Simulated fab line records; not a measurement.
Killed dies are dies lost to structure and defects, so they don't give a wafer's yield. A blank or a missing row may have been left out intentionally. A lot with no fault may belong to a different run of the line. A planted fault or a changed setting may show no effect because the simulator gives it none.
8D (eight disciplines) problem report, filled in by code	flow nand_harc	the parts of the form that need people (team, actions taken, sign-off) are left out

== 1. WHAT IS WRONG ==
Mean of killed_dies at NHARC_END_SORT_01: 677 across 3 wafers in 2 lots; on wafers with no fault it is 56 (standard deviation 17). That puts it +37 standard deviations away from the usual mean.
Earliest sighting: wafer L757.1 on prober-02 at day 27 20:37. The record holds 6 wafers of 2 lots with a number at this step. Rule for "out", or "out of limits": more than 4 standard deviations from the usual mean. All remaining wafers that have a number are taken as sound.

== 2. WHAT IT IS AND WHAT IT IS NOT ==
question	is	is not
which readings at this step	killed_dies, killed_at_array	killed_at_other, killed_at_periphery, killed_open, killed_short
which lots	L757, L759	-
which wafers of those lots	L757.1, L759.3, L759.6	L757.2, L757.3, L759.5
read on which gauges	prober-02	-
when	from day 27 20:37	up to then (0 sound wafers); but 3 sound wafers of L757, L759 came after

== 3. THE SUSPECTS, EACH WITH WHAT RULES IT OUT ==
Counting: if a tool at a process step up to the reading ran every lot that is out, it stays a suspect. Sound lots after the first of them don't rule it out here, since some wafers of a struck lot are sound.
- the gauge at NHARC_END_SORT_01: kept. All the wafers that are out were read on prober-02, and no step on other tools shows them out.
- ald_metal-04 at NHARC_A_CONTACT_ALD_18 (deposits TiN, target thk 3 nm, pulse time 1 s, ald cycles 150): kept. It ran every lot that is out, first L757 (day 25 20:40).
- At NHARC_A_CONTACT_ALD_18, inside ald_metal-04: chamber 0 took the wafers that are out, while their sound lot-mates went through chambers 2, 3.
Left after counting: ald_metal-04 at NHARC_A_CONTACT_ALD_18, prober-02 at NHARC_END_SORT_01.

== 4. THE CAUSE (what the simulator had put in) ==
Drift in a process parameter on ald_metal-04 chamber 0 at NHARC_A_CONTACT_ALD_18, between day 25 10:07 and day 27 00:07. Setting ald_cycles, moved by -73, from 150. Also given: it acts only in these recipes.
After counting, 2 suspects remain, this tool included.

== 5. SEQUENCE OF EFFECTS, ordered by route ==
Each row: a reading where the mean over the struck wafers with a number is more than 3 standard deviations away from the usual. Scope: only readings with a usual standard deviation given in the record; hours: median across lots of the time from each lot's start at the first step in this table that gives one to its start at this step; sigmas: change in usual standard deviations.
hours	step	reading	usual	on struck wafers	change	sigmas
0	NHARC_END_SORT_01	killed_at_array	52	673	+621	+35
0	NHARC_END_SORT_01	killed_dies	56	677	+621	+37

== 6. WHAT WOULD HAVE CAUGHT IT SOONER ==
58 hours passed between the start of the fault at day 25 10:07 and the first reading out of limits at a measuring or inspecting step in this record, taken at day 27 20:37.
No tool reading at NHARC_A_CONTACT_ALD_18 that has a usual standard deviation in the record was out on any struck wafer, so an alarm limit of 4 standard deviations on those readings would not have fired.
By day 27 20:37, every lot that is out (2) had started NHARC_A_CONTACT_ALD_18 on ald_metal-04. None of them would have been spared by holding the tool at that moment.
